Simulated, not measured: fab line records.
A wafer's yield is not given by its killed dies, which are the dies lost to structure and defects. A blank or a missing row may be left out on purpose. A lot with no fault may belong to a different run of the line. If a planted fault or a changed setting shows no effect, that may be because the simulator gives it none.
Which of the tools did it? + flow nand harc + 12 lots with 36 wafers sampled at 5 steps, on a route of 1302 steps

WHAT EACH GAUGE READ, for each wafer
NHARC_A_CONTACT_CD_MEAS_42: target cd 300 nm. Usual: cd nm 300.0 nm, standard deviation 0.45.
| lot  | measured     | on        | cd nm (nm)        | flag |
|------|--------------|-----------|-------------------|------|
| L312 | day 22 07:10 | cd sem-01 | 300.1 299.2 299.2 |      |
| L315 | day 22 13:16 | cd sem-02 | 300.2 299.7 300.6 |      |
| L314 | day 22 13:25 | cd sem-01 | 300.1 299.6 299.7 |      |
| L318 | day 23 22:20 | cd sem-02 | 299.8 299.5 299.5 |      |
| L319 | day 24 02:46 | cd sem-01 | 299.3 300.5 299.5 |      |
| L322 | day 26 02:56 | cd sem-03 | 299.4 299.7 299.9 |      |
| L323 | day 26 12:10 | cd sem-01 | 284.5 284.7 284.5 | OFF  |
| L327 | day 28 03:55 | cd sem-01 | 287.8 287.7 288.1 | OFF  |
| L329 | day 28 07:53 | cd sem-01 | 300.7 300.8 300.8 |      |
| L331 | day 29 01:20 | cd sem-03 | 299.9 300.1 300.6 |      |
| L335 | day 31 06:02 | cd sem-03 | 300.0 299.3 299.8 |      |
| L334 | day 31 11:10 | cd sem-02 | 300.2 299.8 300.2 |      |

NHARC_A_CONTACT_INSPECT_44. Usual: raw defect count 87, standard deviation 35.
| lot  | measured     | on                | raw defect count | flag |
|------|--------------|-------------------|------------------|------|
| L312 | day 22 07:17 | defect inspect-01 | 63 77 53         |      |
| L315 | day 22 13:23 | defect inspect-01 | 156 148 160      |      |
| L314 | day 22 13:32 | defect inspect-01 | 77 78 79         |      |
| L318 | day 23 22:27 | defect inspect-01 | 30 32 33         |      |
| L319 | day 24 02:53 | defect inspect-01 | 146 190 143      |      |
| L322 | day 26 03:04 | defect inspect-01 | 111 127 107      |      |
| L323 | day 26 12:18 | defect inspect-02 | 137 132 125      |      |
| L327 | day 28 04:02 | defect inspect-02 | 93 93 93         |      |
| L329 | day 28 08:00 | defect inspect-01 | 106 97 128       |      |
| L331 | day 29 01:28 | defect inspect-01 | 106 97 110       |      |
| L335 | day 31 06:10 | defect inspect-01 | 64 66 63         |      |
| L334 | day 31 11:17 | defect inspect-02 | 41 57 64         |      |

WHICH TOOL RAN EACH LOT (tool, then ch and the chambers of the sampled wafers, then the start)
| lot  | NHARC_A_WL_FILL_ETCHBACK_17       | NHARC_A_WL_FILL_ETCHBACK_26      | NHARC_A_CONTACT_EXPOSE_39          |
|------|-----------------------------------|----------------------------------|------------------------------------|
| L312 | rie metal-03 ch 1, day 21 19:16   | rie si-05 ch 1,3, day 22 00:31   | arfi scanner-01 ch 0, day 22 07:01 |
| L315 | rie metal-02 ch 0,1, day 21 23:51 | rie si-05 ch 0,2,3, day 22 05:02 | arfi scanner-02 ch 0, day 22 13:08 |
| L314 | rie metal-03 ch 0,1, day 21 23:53 | rie si-01 ch 0,1,2, day 22 05:01 | arfi scanner-03 ch 0, day 22 13:17 |
| L318 | rie metal-03 ch 0, day 23 10:29   | rie si-01 ch 0,1,2, day 23 15:37 | arfi scanner-02 ch 0, day 23 22:11 |
| L319 | rie metal-03 ch 0,1, day 23 14:35 | rie si-06 ch 1,2,3, day 23 20:00 | arfi scanner-03 ch 0, day 24 02:38 |
| L322 | rie metal-01 ch 0,1, day 25 11:11 | rie si-01 ch 1,2,3, day 25 17:43 | arfi scanner-02 ch 0, day 26 02:49 |
| L323 | rie metal-03 ch 0,1, day 26 00:02 | rie si-01 ch 0,1,3, day 26 05:15 | arfi scanner-03 ch 0, day 26 12:02 |
| L327 | rie metal-03 ch 0,1, day 27 15:46 | rie si-01 ch 0,1,3, day 27 20:55 | arfi scanner-03 ch 0, day 28 03:47 |
| L329 | rie metal-01 ch 0,1, day 27 18:52 | rie si-06 ch 1,2,3, day 27 23:58 | arfi scanner-01 ch 0, day 28 07:44 |
| L331 | rie metal-02 ch 0,1, day 28 13:13 | rie si-06 ch 2,3, day 28 18:33   | arfi scanner-01 ch 0, day 29 01:13 |
| L335 | rie metal-02 ch 0,1, day 30 18:03 | rie si-05 ch 2,3, day 30 23:17   | arfi scanner-02 ch 0, day 31 05:53 |
| L334 | rie metal-02 ch 0, day 30 23:17   | rie si-06 ch 0,2, day 31 04:26   | arfi scanner-01 ch 0, day 31 11:01 |
- NHARC_A_WL_FILL_ETCHBACK_17: etches the open film in Cl2/BCl3, target depth 4 nm, time 26.7 s.
- NHARC_A_WL_FILL_ETCHBACK_26: etches the open film in HBr, target depth 52 nm, time 13.3 s.
- NHARC_A_CONTACT_EXPOSE_39: exposes mask A CC 3.

AS READ BY THE TOOLS THEMSELVES (means over the sampled wafers that have a number; for cases with no such wafer, the mark the record gives instead)
NHARC_A_WL_FILL_ETCHBACK_17. Usual: drypump motor current A 5.7 A, standard deviation 0.46; oes product au 1.002 a.u., standard deviation 0.0068.
| lot  | tool         | drypump motor current A (A) | oes product au (a.u.) | flag |
|------|--------------|-----------------------------|-----------------------|------|
| L312 | rie metal-03 | 5.7                         | 1.001                 |      |
| L315 | rie metal-02 | 5.4                         | 1.003                 |      |
| L314 | rie metal-03 | 6.2                         | 1.003                 |      |
| L318 | rie metal-03 | 6.4                         | 1.004                 |      |
| L319 | rie metal-03 | 6.2                         | 1.000                 |      |
| L322 | rie metal-01 | 5.4                         | 1.011                 |      |
| L323 | rie metal-03 | 6.2                         | 0.997                 |      |
| L327 | rie metal-03 | 6.2                         | 1.002                 |      |
| L329 | rie metal-01 | 5.7                         | 1.002                 |      |
| L331 | rie metal-02 | 5.5                         | 1.002                 |      |
| L335 | rie metal-02 | 5.3                         | 0.994                 |      |
| L334 | rie metal-02 | 5.7                         | 1.004                 |      |

NHARC_A_WL_FILL_ETCHBACK_26. Usual: drypump motor current A 5.8 A, standard deviation 0.65; oes product au 1.000 a.u., standard deviation 0.0072; throttle valve pct 23.267 %, standard deviation 0.0085.
| lot  | tool      | drypump motor current A (A) | oes product au (a.u.) | throttle valve pct (%) | flag |
|------|-----------|-----------------------------|-----------------------|------------------------|------|
| L312 | rie si-05 | 6.1                         | 1.014                 | 23.260                 |      |
| L315 | rie si-05 | 5.5                         | 1.000                 | 23.267                 |      |
| L314 | rie si-01 | 6.0                         | 0.997                 | 23.260                 |      |
| L318 | rie si-01 | 6.0                         | 1.003                 | 23.266                 |      |
| L319 | rie si-06 | 5.8                         | 0.997                 | 23.267                 |      |
| L322 | rie si-01 | 5.7                         | 1.005                 | 23.266                 |      |
| L323 | rie si-01 | 5.5                         | 1.008                 | 23.265                 |      |
| L327 | rie si-01 | 5.5                         | 0.997                 | 23.261                 |      |
| L329 | rie si-06 | 5.8                         | 0.998                 | 23.270                 |      |
| L331 | rie si-06 | 6.3                         | 1.003                 | 23.262                 |      |
| L335 | rie si-05 | 5.2                         | 0.996                 | 23.275                 |      |
| L334 | rie si-06 | 6.5                         | 1.000                 | 23.271                 |      |

NHARC_A_CONTACT_EXPOSE_39. Usual: exposure dose mJ cm2 58.94, standard deviation 0.29.
| lot  | tool            | exposure dose mJ cm2 | flag |
|------|-----------------|----------------------|------|
| L312 | arfi scanner-01 | 59.36                |      |
| L315 | arfi scanner-02 | 58.73                |      |
| L314 | arfi scanner-03 | 58.73                |      |
| L318 | arfi scanner-02 | 58.80                |      |
| L319 | arfi scanner-03 | 58.74                |      |
| L322 | arfi scanner-02 | 58.78                |      |
| L323 | arfi scanner-03 | 39.41                | OFF  |
| L327 | arfi scanner-03 | 43.35                | OFF  |
| L329 | arfi scanner-01 | 59.30                |      |
| L331 | arfi scanner-01 | 59.35                |      |
| L335 | arfi scanner-02 | 58.82                |      |
| L334 | arfi scanner-01 | 59.41                |      |

THE ANSWER, worked out from the rows above alone
Rule: take the mean of a lot's wafers that have a number; if it is more than 3 standard deviations from the usual mean, the lot is off. A lot without any number at a reading at which 4 lots or more have one is off too. All remaining lots with rows at the step are treated as sound. The gauges are gone through in route order, then the tools' own readings, and for those a lot's mean is taken as printed above. The first step at which some lot is off is used, and at that step the reading that is off furthest; a lot without a number counts as furthest.
Off at NHARC_A_CONTACT_CD_MEAS_42 (cd nm): L323, L327.
If a tool, at a process step before that reading, ran all the lots that are off and no sound lot after the first of them, it fits. The gauges at NHARC_A_CONTACT_CD_MEAS_42 aren't tried: what is off there is off at NHARC_A_CONTACT_EXPOSE_39 too, on other tools, and a gauge's error can't cause that. Can't be told from this: 3 tools fit, rie metal-03 at NHARC_A_WL_FILL_ETCHBACK_17, rie si-01 at NHARC_A_WL_FILL_ETCHBACK_26, arfi scanner-03 at NHARC_A_CONTACT_EXPOSE_39.

WHAT WAS PUT IN BY THE SIMULATOR
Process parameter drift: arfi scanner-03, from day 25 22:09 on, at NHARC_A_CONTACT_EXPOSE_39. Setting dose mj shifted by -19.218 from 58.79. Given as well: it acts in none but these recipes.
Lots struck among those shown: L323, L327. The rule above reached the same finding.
